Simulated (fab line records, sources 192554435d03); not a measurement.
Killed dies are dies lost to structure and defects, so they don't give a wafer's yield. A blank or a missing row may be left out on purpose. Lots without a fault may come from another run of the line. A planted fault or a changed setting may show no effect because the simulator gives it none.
fab line records | flow n5_finfet
record lots=5 wafers=15 last_day=18
route steps=1938 shown BEOL_M1@801 BEOL_M4@1111 PASSIVATION@1936
lots that met no fault: from a run of the same line without faults
start_h: hours from the record's first day to the start of the lot's first wafer shown | wait_h: hours since the lot's step before | " the same as in the row above | L1.1+2: a row that stands for several wafers | - no value, or no start given | * or withheld: withheld | < > ~ a bound
route shown NAME@n: a module of which the file shows steps, and the number in the route of the first | usual: mean/standard deviation of fault-free wafers | same: alike in all rows | chamber/n: place in a boat | sites: the reading at each site | _std_site: their standard deviation | _edge_site: outer sites' mean less inner sites' | radius_mm: how far each site lies from the wafer's centre | mask NAME#n: copy n | behind: the tool/chamber that last shaped the wafer | hold: why the lot was held/for how many hours/how that ended | device: the transistor (n, p or np) that didn't switch | end of line: the same wafers' tests at the end of the route | a step without rows: its recipe alone | killed: dies lost to structure and defects at the first sort, not the wafer's yield | map: a wafer's dies, x killed, . not, _ none there
set.NAME: the setting as run; set.NAME@STEP: as run at that earlier step | model.NAME: the simulator's own value behind a step, which no gauge read
lots at some steps of the route; a table a step, a row a wafer
services: from which hour (start_h, from the record's first day; less than 0 if before it) a tool's chamber was out of use, for how many hours, and why
## steps
# step N5_BEOL_M1_ETCH_41
# recipe chemistry=CH3F/O2 target=SiCN target_depth_a=319 taper_deg=2 time_s=57.8 ion_energy_ev=120 mask_material=TiN pressure_mtorr=30 source_w=395 bias_w=75 Ar_flow_sccm=150 CH3F_flow_sccm=30 O2_flow_sccm=20
# step N5_BEOL_M1_STRIP_97
# recipe chemistry=N2/H2 time_s=10 power_w=450 temp_c=40 pressure_mtorr=20 rf_frequency_hz=6e+07 bias_power_w=7 n2_flow_sccm=200 h2_flow_sccm=200
# step N5_BEOL_M1_HM_STRIP_39
# recipe chemistry=peroxide_tin_strip material=TiN target_depth_a=250 temp_c=50 time_s=158
# step N5_BEOL_M1_SRD_40
# recipe time_s=30 temp_c=23 rinse_liquid=diw dry=ipa_marangoni
# step N5_BEOL_M1_PRECLEAN_42
# recipe chemistry=residue_remover time_s=60 temp_c=40
# step N5_BEOL_M1_SRD_43
# recipe time_s=30 temp_c=23 rinse_liquid=diw dry=ipa_marangoni
# step N5_BEOL_M1_DEGAS_44
# recipe ambient=vacuum temp_c=250 time_s=60
# step N5_BEOL_M1_PRE_CLEAN_45
# recipe gas=H2/He time_s=30 temp_c=250
# step N5_BEOL_M1_ALD_84
# recipe material=TaN target_thk_a=* temp_c=275 ald_precursor_family=PDMAT ald_co_reactant=NH3 pressure_torr=3 carrier_flow_sccm=1500 pulse_time_s=2 purge_time_s=3 co_reactant_purge_time_s=2 co_reactant_pulse_time_s=3 ald_cycles=30 precursor_vessel_temp_c=75 precursor_vessel_pressure_torr=26.25 precursor_vessel_carrier_sccm=1000
# step N5_BEOL_M1_SURFACE_TREAT_85
# recipe gas=Ar time_s=* ion_energy_ev=* ion_current_ma_cm2=0.5 pressure_mtorr=* ar_flow_sccm=30
# step N5_BEOL_M1_CVD_47
# recipe material=Co target_thk_a=30 temp_c=withheld precursor=CCTBA/H2 pressure_torr=30 time_s=223.8
# usual chamber_pressure_Torr=30.00/0.069 run_length_s=246.9/0.33
# columns lot.wafer tool chamber start_h wait_h chamber_pressure_Torr run_length_s
L259.1 cvd_co-01 1 144.97 0.0 30.07 247.3
L259.2 " 0 " " 30.01 246.5
L259.5 " 1 " " 30.11 246.9
L263.1 cvd_co-02 0 171.85 0.1 - -
L263.3 " 2 " " - -
L263.5 " 1 " " - -
L265.2 cvd_co-02 1 181.66 0.3 - -
L265.3 " 0 " " - -
L265.6 " 0 " " - -
L264.3 cvd_co-01 0 185.92 0.0 - -
L264.4 " 2 " " - -
L264.5 " 0 " " - -
L277.2 cvd_co-01 1 255.32 0.0 29.99 246.9
L277.5 " 2 " " 30.02 247.2
L277.6 " 1 " " 29.99 246.9
# step N5_BEOL_M1_SPUTTER_48
# recipe material=Cu target_thk_a=45 temp_c=-20 chamber_pressure_pa=0.07 power_w=withheld time_s=8.29
# step N5_BEOL_M1_ANNEAL_49
# recipe temp_c=400 time_s=240 ambient=vacuum
# step N5_BEOL_M1_SPUTTER_79
# recipe material=Cu target_thk_a=45 temp_c=-20 chamber_pressure_pa=0.07 power_w=withheld time_s=8.29
# step N5_BEOL_M1_ANNEAL_80
# recipe temp_c=400 time_s=240 ambient=vacuum
# step N5_BEOL_M1_SPUTTER_81
# recipe material=Cu target_thk_a=45 temp_c=-20 chamber_pressure_pa=0.07 power_w=withheld time_s=8.29
# step N5_BEOL_M1_ANNEAL_82
# recipe temp_c=400 time_s=240 ambient=vacuum
# step N5_BEOL_M1_SPUTTER_86
# recipe material=Cu target_thk_a=45 temp_c=-20 chamber_pressure_pa=0.07 power_w=withheld time_s=8.29
# step N5_BEOL_M1_ANNEAL_87
# recipe temp_c=400 time_s=240 ambient=vacuum
# step N5_BEOL_M1_SPUTTER_88
# recipe material=Cu target_thk_a=45 temp_c=-20 chamber_pressure_pa=0.07 power_w=withheld time_s=8.29
# step N5_BEOL_M1_ANNEAL_89
# recipe temp_c=400 time_s=240 ambient=vacuum
# step N5_BEOL_M1_SPUTTER_90
# recipe material=Cu target_thk_a=45 temp_c=-20 chamber_pressure_pa=0.07 power_w=withheld time_s=8.29
# step N5_BEOL_M1_ANNEAL_91
# recipe temp_c=400 time_s=240 ambient=vacuum
# step N5_BEOL_M1_SPUTTER_92
# recipe material=Cu target_thk_a=45 temp_c=-20 chamber_pressure_pa=0.07 power_w=withheld time_s=8.29
# step N5_BEOL_M1_ANNEAL_93
# recipe temp_c=400 time_s=240 ambient=vacuum
# step N5_BEOL_M1_SPUTTER_94
# recipe material=Cu target_thk_a=45 temp_c=-20 chamber_pressure_pa=0.07 power_w=withheld time_s=8.29
# step N5_BEOL_M1_ANNEAL_95
# recipe temp_c=400 time_s=240 ambient=vacuum
# step N5_BEOL_M1_SPUTTER_96
# recipe material=Cu target_thk_a=45 temp_c=-20 chamber_pressure_pa=0.07 power_w=withheld time_s=8.29
# step N5_BEOL_M1_ECD_50
# recipe material=Cu target_thk_a=3000
# step N5_BEOL_M1_ANNEAL_51
# recipe temp_c=225 time_s=90 ambient=N2
# step N5_BEOL_M1_CMP_52
# recipe stop_on=SiOC t_overpolish_s=6.8 down_force_psi=1 platen_rpm=50 clearing_platen_down_force_psi=1.5 clearing_platen_rpm=50 post_cmp_clean=cu_alkaline target_thk_nm=40 clearing_platen_pad_velocity_m_s=0.99484 pad_velocity_m_s=0.99484
# usual barrier_field_endpoint_s=25.0/0.63 motor_current_A=5.7/0.79
# columns lot.wafer tool chamber start_h wait_h barrier_field_endpoint_s motor_current_A model.Cu_of_BEOL_M1_ECD_50.thk_nm
L259.1 cmp-02 2 147.43 0.3 24.9 4.9 38.6
L259.2 " 0 " " 24.9 6.0 40.6
L259.5 " 3 " " 24.8 5.0 41.8
L263.3 cmp-04 3 174.48 0.4 21.7 5.7 42.2
L263.1 " 1 " " 21.4 6.8 43
L263.5 " 3 " " 21.0 5.8 43.2
L265.2 cmp-01 3 184.55 0.2 20.5 5.7 42.6
L265.3 " 0 " " 21.2 7.4 42.6
L265.6 " 3 " " 20.8 5.9 42.8
L264.3 cmp-02 3 188.58 0.4 20.6 4.8 41.8
L264.4 " 1 " " 21.4 5.7 41.4
L264.5 " 3 " " 21.4 4.9 45.2
L277.2 cmp-04 3 257.89 0.3 24.5 5.7 39.8
L277.6 " 0 " " 25.0 4.9 40.8
L277.5 " 1 " " 25.1 6.6 39.2
# step N5_BEOL_M4_RC_MEAS_101
# usual DIBL_N=36.3/2 DIBL_P=36.3/2.4 IOFF_N=0.16/0.034 IOFF_P=0.21/0.035 ION_N=672/12 ION_P=459/6.5 SS_N=71.6/0.67 SS_P=73.3/0.71 VT_N=250/3.5 VT_P=-251/3
# columns lot.wafer tool chamber start_h wait_h DIBL_N[mV/V] DIBL_P[mV/V] IOFF_N[nA/um] IOFF_P[nA/um] ION_N[uA/um] ION_P[uA/um] SS_N[mV/dec] SS_P[mV/dec] VT_N[mV] VT_P[mV]
L259.1 prober-02 0 184.66 0.0 33.2 31.9 0.11 0.14 658 449 70.6 71.5 254 -256
L259.2 " 0 " " 32.4 31.4 0.10 0.14 661 463 70.6 72.0 255 -257
L259.5 " 0 " " 34.3 33.2 0.13 0.16 681 466 71.1 72.6 254 -253
L277.2 prober-01 0 318.02 0.2 35.9 35.0 0.15 0.18 671 458 71.1 73.6 248 -254
L277.5 " 0 " " 35.2 35.0 0.15 0.18 672 460 71.1 73.3 250 -252
L277.6 " 0 " " 35.6 35.9 0.16 0.20 681 465 71.5 73.4 249 -251
# step N5_PASSIVATION_PROBE_49
# usual defect_limited_yield=91.4/1.5 killed_at_M0_to_M3=33/11 killed_at_M4_up=14/5.3 killed_at_contacts=13/6.2 killed_at_front_end=39/13 killed_at_other=3.1/2.8 killed_dies=102/17 killed_on_rim=13/3.8 killed_open=68/13 killed_short=32/7.8 sort_bin_5_function=5.1/0.95 sort_bin_6_memory=3.2/0.7 sort_n_pass=1078/18 sort_yield_pct=91.3/1.5
# same gross_dies=1180 killed_at_back_side=0 sort_bin_4_leakage[%]=0 sort_bin_8_speed[%]=0
# columns lot.wafer tool chamber start_h wait_h defect_limited_yield[%] killed_at_M0_to_M3 killed_at_M4_up killed_at_contacts killed_at_front_end killed_at_other killed_dies killed_on_rim killed_open killed_short sort_bin_5_function[%] sort_bin_6_memory[%] sort_n_pass sort_yield_pct[%]
L263.1 prober-01 - 319.35 0.0 0 1108 16 9 46 1 1180 152 61 39 88.5 11.4 0 0
L263.3 prober-01 - 319.45 0.1 0 1116 7 2 53 2 1180 152 54 38 91.1 8.6 0 0
L263.5 prober-01 - 319.55 0.2 0 1121 7 7 45 0 1180 152 69 34 91.5 8.1 0 0
L265.2 prober-02 - 342.93 0.1 0 1132 11 10 22 5 1180 152 49 28 89.7 10.2 0 0
L265.3 prober-02 - 342.98 0.1 0 1137 3 3 31 6 1180 152 54 31 90.3 9.2 0 0
L265.6 prober-02 - 343.13 0.3 0 1138 11 6 17 8 1180 152 34 26 89.8 9.8 0 0
L264.3 prober-02 - 357.97 0.1 0 1117 14 19 29 1 1180 152 76 31 88.0 11.9 0 0
L264.4 prober-02 - 358.02 0.2 0 1113 6 13 45 3 1180 152 74 27 90.8 8.9 0 0
L264.5 prober-02 - 358.07 0.2 0 1104 12 13 45 6 1180 152 77 31 88.4 11.4 0 0
# killed by level:class
L263.1 BEOL_M1:area_cvd=821 BEOL_M1:interface_void_opened=259 FIN_SAQP:geometric_particle:short=14 FIN_SAQP:geometric_particle:open=9 MOL_CONTACT_COAG:geometric_particle:open=8 BEOL_M1:geometric_particle:open=8 BEOL_M4:geometric_particle:open=8 BEOL_M0_SAQP:geometric_particle:open=7
L263.3 BEOL_M1:area_cvd=859 BEOL_M1:interface_void_opened=228 FIN_SAQP:geometric_particle:open=15 FIN_SAQP:geometric_particle:short=15 BEOL_M0_SAQP:geometric_particle:short=10 STI_FIN_REVEAL:geometric_particle:open=9 BEOL_M0_SAQP:geometric_particle:open=9 GATE_CUT:geometric_particle:short=7
L263.5 BEOL_M1:area_cvd=864 BEOL_M1:interface_void_opened=213 FIN_SAQP:geometric_particle:short=11 BEOL_M0_SAQP:geometric_particle:open=11 FIN_SAQP:geometric_particle:open=10 BEOL_M1:geometric_particle:open=9 BEOL_M0_SAQP:geometric_particle:short=8 MOL_CONTACT_COAG:geometric_particle:open=7
L265.2 BEOL_M1:area_cvd=856 BEOL_M1:interface_void_opened=245 MOL_CONTACT_COAG:geometric_particle:open=8 BEOL_M0_SAQP:geometric_particle:open=8 BEOL_M2:geometric_particle:open=6 BEOL_M4:geometric_particle:open=6 STARTING-WAFER:geometric_particle:open=5 STI_FIN_REVEAL:geometric_particle:open=4
L265.3 BEOL_M1:area_cvd=843 BEOL_M1:interface_void_opened=252 BEOL_M0_SAQP:geometric_particle:short=10 BEOL_M0_SAQP:geometric_particle:open=10 BEOL_M3:geometric_particle:open=8 STI_FIN_REVEAL:geometric_particle:open=6 DUMMY_GATE:geometric_particle:open=4 BEOL_M2:geometric_particle:open=4
L265.6 BEOL_M1:area_cvd=858 BEOL_M1:interface_void_opened=259 BEOL_M0_SAQP:geometric_particle:short=6 BEOL_M5:geometric_particle:open=6 BEOL_M2:geometric_particle:open=5 STI_FIN_REVEAL:geometric_particle:open=4 MOL_CONTACT_COAG:geometric_particle:open=4 BEOL_M3:geometric_particle:open=4
L264.3 BEOL_M1:area_cvd=804 BEOL_M1:interface_void_opened=268 MOL_CONTACT_COAG:geometric_particle:open=16 BEOL_M0_SAQP:geometric_particle:short=13 BEOL_M1:geometric_particle:open=12 BEOL_M0_SAQP:geometric_particle:open=11 STI_FIN_REVEAL:geometric_particle:open=9 BEOL_M4:geometric_particle:open=8
L264.4 BEOL_M1:area_cvd=861 BEOL_M1:interface_void_opened=218 STI_FIN_REVEAL:geometric_particle:open=19 MOL_CONTACT_COAG:geometric_particle:open=11 BEOL_M0_SAQP:geometric_particle:open=10 BEOL_M0_SAQP:geometric_particle:short=6 FIN_SAQP:geometric_particle:short=5 BEOL_M1:geometric_particle:open=5
L264.5 BEOL_M1:area_cvd=811 BEOL_M1:interface_void_opened=259 STI_FIN_REVEAL:geometric_particle:open=23 BEOL_M1:geometric_particle:open=14 MOL_CONTACT_COAG:geometric_particle:open=10 DUMMY_GATE:geometric_particle:open=5 BEOL_M0_SAQP:geometric_particle:short=5 BEOL_M0_SAQP:geometric_particle:open=5
# map L263.1 (x killed, . not)
_________________xxxxxxxxxxxx________________
______________xxxxxxxxxxxxxxxxxx_____________
___________xxxxxxxxxxxxxxxxxxxxxxxx__________
__________xxxxxxxxxxxxxxxxxxxxxxxxxx_________
________xxxxxxxxxxxxxxxxxxxxxxxxxxxxxx_______
_______xxxxxxxxxxxxxxxxxxxxxxxxxxxxxxxx______
______xxxxxxxxxxxxxxxxxxxxxxxxxxxxxxxxxx_____
_____xxxxxxxxxxxxxxxxxxxxxxxxxxxxxxxxxxxx____
____xxxxxxxxxxxxxxxxxxxxxxxxxxxxxxxxxxxxxx___
___xxxxxxxxxxxxxxxxxxxxxxxxxxxxxxxxxxxxxxxx__
___xxxxxxxxxxxxxxxxxxxxxxxxxxxxxxxxxxxxxxxx__
__xxxxxxxxxxxxxxxxxxxxxxxxxxxxxxxxxxxxxxxxxx_
__xxxxxxxxxxxxxxxxxxxxxxxxxxxxxxxxxxxxxxxxxx_
_xxxxxxxxxxxxxxxxxxxxxxxxxxxxxxxxxxxxxxxxxxxx
_xxxxxxxxxxxxxxxxxxxxxxxxxxxxxxxxxxxxxxxxxxxx
_xxxxxxxxxxxxxxxxxxxxxxxxxxxxxxxxxxxxxxxxxxxx
_xxxxxxxxxxxxxxxxxxxxxxxxxxxxxxxxxxxxxxxxxxxx
_xxxxxxxxxxxxxxxxxxxxxxxxxxxxxxxxxxxxxxxxxxxx
_xxxxxxxxxxxxxxxxxxxxxxxxxxxxxxxxxxxxxxxxxxxx
_xxxxxxxxxxxxxxxxxxxxxxxxxxxxxxxxxxxxxxxxxxxx
_xxxxxxxxxxxxxxxxxxxxxxxxxxxxxxxxxxxxxxxxxxxx
__xxxxxxxxxxxxxxxxxxxxxxxxxxxxxxxxxxxxxxxxxx_
__xxxxxxxxxxxxxxxxxxxxxxxxxxxxxxxxxxxxxxxxxx_
___xxxxxxxxxxxxxxxxxxxxxxxxxxxxxxxxxxxxxxxx__
___xxxxxxxxxxxxxxxxxxxxxxxxxxxxxxxxxxxxxxxx__
____xxxxxxxxxxxxxxxxxxxxxxxxxxxxxxxxxxxxxx___
_____xxxxxxxxxxxxxxxxxxxxxxxxxxxxxxxxxxxx____
______xxxxxxxxxxxxxxxxxxxxxxxxxxxxxxxxxx_____
_______xxxxxxxxxxxxxxxxxxxxxxxxxxxxxxxx______
________xxxxxxxxxxxxxxxxxxxxxxxxxxxxxx_______
__________xxxxxxxxxxxxxxxxxxxxxxxxxx_________
___________xxxxxxxxxxxxxxxxxxxxxxxx__________
______________xxxxxxxxxxxxxxxxxx_____________
_________________xxxxxxxxxxxx________________
# map L264.3 (x killed, . not)
_________________xxxxxxxxxxxx________________
______________xxxxxxxxxxxxxxxxxx_____________
___________xxxxxxxxxxxxxxxxxxxxxxxx__________
__________xxxxxxxxxxxxxxxxxxxxxxxxxx_________
________xxxxxxxxxxxxxxxxxxxxxxxxxxxxxx_______
_______xxxxxxxxxxxxxxxxxxxxxxxxxxxxxxxx______
______xxxxxxxxxxxxxxxxxxxxxxxxxxxxxxxxxx_____
_____xxxxxxxxxxxxxxxxxxxxxxxxxxxxxxxxxxxx____
____xxxxxxxxxxxxxxxxxxxxxxxxxxxxxxxxxxxxxx___
___xxxxxxxxxxxxxxxxxxxxxxxxxxxxxxxxxxxxxxxx__
___xxxxxxxxxxxxxxxxxxxxxxxxxxxxxxxxxxxxxxxx__
__xxxxxxxxxxxxxxxxxxxxxxxxxxxxxxxxxxxxxxxxxx_
__xxxxxxxxxxxxxxxxxxxxxxxxxxxxxxxxxxxxxxxxxx_
_xxxxxxxxxxxxxxxxxxxxxxxxxxxxxxxxxxxxxxxxxxxx
_xxxxxxxxxxxxxxxxxxxxxxxxxxxxxxxxxxxxxxxxxxxx
_xxxxxxxxxxxxxxxxxxxxxxxxxxxxxxxxxxxxxxxxxxxx
_xxxxxxxxxxxxxxxxxxxxxxxxxxxxxxxxxxxxxxxxxxxx
_xxxxxxxxxxxxxxxxxxxxxxxxxxxxxxxxxxxxxxxxxxxx
_xxxxxxxxxxxxxxxxxxxxxxxxxxxxxxxxxxxxxxxxxxxx
_xxxxxxxxxxxxxxxxxxxxxxxxxxxxxxxxxxxxxxxxxxxx
_xxxxxxxxxxxxxxxxxxxxxxxxxxxxxxxxxxxxxxxxxxxx
__xxxxxxxxxxxxxxxxxxxxxxxxxxxxxxxxxxxxxxxxxx_
__xxxxxxxxxxxxxxxxxxxxxxxxxxxxxxxxxxxxxxxxxx_
___xxxxxxxxxxxxxxxxxxxxxxxxxxxxxxxxxxxxxxxx__
___xxxxxxxxxxxxxxxxxxxxxxxxxxxxxxxxxxxxxxxx__
____xxxxxxxxxxxxxxxxxxxxxxxxxxxxxxxxxxxxxx___
_____xxxxxxxxxxxxxxxxxxxxxxxxxxxxxxxxxxxx____
______xxxxxxxxxxxxxxxxxxxxxxxxxxxxxxxxxx_____
_______xxxxxxxxxxxxxxxxxxxxxxxxxxxxxxxx______
________xxxxxxxxxxxxxxxxxxxxxxxxxxxxxx_______
__________xxxxxxxxxxxxxxxxxxxxxxxxxx_________
___________xxxxxxxxxxxxxxxxxxxxxxxx__________
______________xxxxxxxxxxxxxxxxxx_____________
_________________xxxxxxxxxxxx________________
## services
# columns tool chamber start_h hours kind
cvd_co-01 - 131.30 3.8 pm
cmp-01 - 146.36 4.0 pm
cmp-01 - 150.36 - consumable_replace:conditioner
cmp-01 - 150.36 - consumable_replace:pad
cvd_co-02 - 151.32 1.5 repair
cmp-02 - 156.03 16.5 pm
cvd_co-02 - 167.38 4.1 repair
cmp-01 - 173.90 7.2 repair
cvd_co-02 2 174.06 10.5 repair
cmp-01 - 187.32 1.9 repair
cmp-02 - 203.16 2.4 repair
cmp-01 - 213.33 1.3 repair
cmp-02 - 226.00 6.5 pm
cvd_co-01 2 232.36 3.2 repair
cmp-04 - 236.49 3.8 pm
cmp-01 - 243.11 5.2 pm
## key
first_sign step=N5_BEOL_M1_CVD_47 reading=tool_record direction=missing
effect step=N5_BEOL_M1_CMP_52 reading=barrier_field_endpoint_s direction=down sigmas=6.2 usual=25.0 struck=21.1
effect step=N5_PASSIVATION_PROBE_49 reading=killed_at_M0_to_M3 direction=up sigmas=99+ usual=33 struck=1121
model_effect step=N5_BEOL_M1_CMP_52 value=Cu_of_BEOL_M1_ECD_50.thk_nm without=39.69 struck=42.76
more_kills_born_at N5_BEOL_M1_CVD_47@cvd_co-02=5099 N5_BEOL_M1_CVD_47@cvd_co-01=2468
met_at N5_BEOL_M1_CVD_47
struck_wafers L263.1,L263.3,L263.5,L264.3,L264.4,L264.5,L265.2,L265.3,L265.6
later_rows_left_out L263.1,L263.3,L263.5,L264.3,L264.4,L264.5,L265.2,L265.3,L265.6
onset_between 144.97 171.85
fault kind=skipped_step_whole tool=cvd_co-01,cvd_co-02 chamber=- onset_h=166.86 steps=N5_BEOL_M1_CVD_47 scope=struck_lots_only
# later_rows_left_out: the simulator's readings of these wafers behind a module that went badly wrong aren't trusted and aren't shown, but for the sort
